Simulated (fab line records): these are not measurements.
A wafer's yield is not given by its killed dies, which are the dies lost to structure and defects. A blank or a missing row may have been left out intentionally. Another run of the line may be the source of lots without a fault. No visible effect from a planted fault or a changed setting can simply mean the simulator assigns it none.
Chamber matching + flow n5-finfet + N5_SPACER0_ALD_07 on ald-sin-02: 4 sister chambers
The step deposits SiNx, target thk 2 nm. 20 wafers are shown with their chamber, then 10 later ones without.

== WAFERS, EACH WITH ITS CHAMBER ==
| wafer  | chamber | heater-power-w (W) |
|--------|---------|--------------------|
| L076.4 | 2       | 890                |
| L076.5 | 3       | 920                |
| L076.6 | 0       | 972                |
| L079.2 | 2       | 904                |
| L079.3 | 1       | 806                |
| L079.4 | 3       | 942                |
| L090.1 | 1       | 824                |
| L090.3 | 2       | 913                |
| L090.4 | 0       | 946                |
| L091.1 | 2       | 902                |
| L091.2 | 1       | 843                |
| L091.3 | 3       | 972                |
| L092.1 | 0       | 923                |
| L092.4 | 1       | 840                |
| L092.6 | 0       | 969                |
| L093.1 | 0       | 956                |
| L093.2 | 3       | 965                |
| L093.4 | 2       | 917                |
| L094.1 | 2       | 916                |
| L094.5 | 0       | 973                |

SIGNATURES (means of the wafers above)
| reading        | chamber 0 | chamber 1 | chamber 2 | chamber 3 | scatter within a chamber |
|----------------|-----------|-----------|-----------|-----------|--------------------------|
| heater-power-w | 956.50    | 828.25    | 907.00    | 949.75    | 17.6                     |
Rule: for a wafer and a chamber, the distance is found by dividing, reading by reading, the gap between the wafer's reading and the chamber's mean by the reading's scatter, squaring, summing and taking the root. If the next closest chamber is less than 2 further off than the closest, the wafer can't be placed; otherwise it belongs to the closest. The scatter is the square root of a quotient: the sum, over the shown wafers, of each reading's squared deviation from its chamber's mean, divided by wafers minus chambers.

== WAFERS WHOSE CHAMBER IS MISSING ==
| wafer  | heater-power-w (W) |
|--------|--------------------|
| L094.6 | 826                |
| L095.3 | 978                |
| L095.5 | 971                |
| L095.6 | 922                |
| L096.1 | 844                |
| L096.2 | 937                |
| L096.4 | 943                |
| L097.2 | 810                |
| L097.3 | 932                |
| L097.5 | 929                |

== THE CHAMBER EACH PASSED THROUGH ==
| wafer  | from the rows above          | in truth |
|--------|------------------------------|----------|
| L094.6 | 1                            | 1        |
| L095.3 | can't be placed: 0 or 3      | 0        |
| L095.5 | can't be placed: 0 or 3      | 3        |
| L095.6 | can't be placed: 2 or 3 or 0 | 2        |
| L096.1 | 1                            | 1        |
| L096.2 | can't be placed: 3 or 0 or 2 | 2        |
| L096.4 | can't be placed: 3 or 0 or 2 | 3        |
| L097.2 | 1                            | 1        |
| L097.3 | can't be placed: 3 or 0 or 2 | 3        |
| L097.5 | can't be placed: 3 or 2 or 0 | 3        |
Correctly placed: 3 of 10. From these rows, 7 cannot be placed; in 7 the true chamber is one of the candidates. Number placed wrongly: 0.
